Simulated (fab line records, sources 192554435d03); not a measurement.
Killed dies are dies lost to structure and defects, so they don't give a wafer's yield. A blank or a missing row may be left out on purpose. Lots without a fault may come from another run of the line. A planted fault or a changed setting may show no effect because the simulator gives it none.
A struck lot beside a sound one | flow n5_finfet | 14 steps out of a route of 1938
Sound: wafers L382.2, L382.3, L382.6. Struck: wafer L394.5. (L394.1 of the same lot was not struck and is left out.) The cause comes at the end.
At each step with rows: each side's tool, then ch and its chambers, then its first start. Under that, the readings that differ: sound wafers | struck wafers | difference of the means | sigmas: that difference in standard deviations of wafers without a fault.
alike: readings whose means differ by less than 2 such deviations, and words and numbers that are the same on both sides. not compared: withheld readings, readings that some wafer has no value for, bounds like >300 that may hide the same value, and numbers for which the record gives no deviation and whose values overlap.
The two part at a step that has a row with sigmas, a row that says differs or no value, or rows on one side only. Numbers that don't overlap but have no deviation are shown without sigmas and don't part them. A reading that every wafer of one side lacks parts them only if that side has two wafers or more.

first, 2 steps without rows for these wafers: N5_BEOL_M7_PRECLEAN_42 (cleans in residue remover, time 60 s); N5_BEOL_M7_SRD_43 (time 30 s).
N5_BEOL_M7_CD_MEAS_35: target cd 40 nm.
  sound on cd_sem-03, day 11 09:25; struck on cd_sem-01, day 14 02:01
  alike: cd_nm
N5_BEOL_M7_CURE_75: cures SiCOH lowk, time 120 s.
  sound on uv_cure-03 ch 1, day 11 09:31; struck on uv_cure-03 ch 1, day 14 02:04
  reading            | sound             | struck | difference | sigmas
  lamp_power_pct (%) | 52.34 52.28 52.24 | 52.40  | +0.11      | +2
  alike: wafer_temp_C_max
N5_BEOL_M7_DEGAS_44: time 60 s.
  sound on pvd_sputter-01, day 11 09:50; struck on pvd_sputter-02, day 14 02:49
  alike: heater_power_w, susceptor_temp_C
N5_BEOL_M7_PRE_CLEAN_45: time 30 s.
  sound on pvd_sputter-01, day 11 09:53; struck on pvd_sputter-02, day 14 02:52
  reading            | sound       | struck | difference | sigmas
  heater_power_w (W) | 366 321 323 | 427    | +90        | +2
  alike: susceptor_temp_C
then, 3 steps without rows for these wafers: N5_BEOL_M7_ALD_77 (deposits TaN, target thk 2 nm, pulse time 2 s, purge time 3 s); N5_BEOL_M7_SURFACE_TREAT_79; N5_BEOL_M7_CVD_78 (deposits Co from CCTBA/H2, target thk 2 nm, time 142.3 s).
N5_BEOL_M7_SPUTTER_48: material Cu, target thk 10 nm, time 1.667 s.
  sound on pvd_sputter-03, day 11 10:27; struck on pvd_sputter-01, day 14 03:56
  alike: susceptor_temp_C, throttle_valve_pct
then, 1 step without rows for these wafers: N5_BEOL_M7_ECD_50 (material Cu, target thk 300 nm).
N5_BEOL_M7_ANNEAL_51: time 90 s.
  sound on rtp_anneal-01 ch 0, day 11 10:49; struck on rtp_anneal-01 ch 0, day 14 04:53
  alike: wafer_temp_C_max
N5_BEOL_M7_CMP_52: polishes, stops on SiCOH lowk, t overpolish 6.9 s, target thk 80 nm.
  sound on cmp-02 ch 1,3, day 11 11:05; struck on cmp-04 ch 0, day 14 05:11
  reading                      | sound          | struck | difference | sigmas
  barrier_field_endpoint_s (s) | 28.9 28.1 28.4 | 16.7   | -11.8      | -15
  time_to_endpoint_s (s)       | 68 63 64       | 35     | -30        | -9
  alike: edge_zone_pressure_frac, motor_current_A, overpolish_run_s
-- the record jumps here: 3 days lie between the struck wafers' starts before and after (it left off in module BEOL_M7 and takes up again in module PASSIVATION, whose first step shown is number 1936 of the route) --
N5_PASSIVATION_PROBE_49:
  the record has rows for the struck wafers here (prober-02, day 17 02:04) and none for the sound ones

WHERE THEY PART
First at N5_BEOL_M7_CURE_75; last, within this record, at N5_PASSIVATION_PROBE_49.

WHY: what the simulator had put in
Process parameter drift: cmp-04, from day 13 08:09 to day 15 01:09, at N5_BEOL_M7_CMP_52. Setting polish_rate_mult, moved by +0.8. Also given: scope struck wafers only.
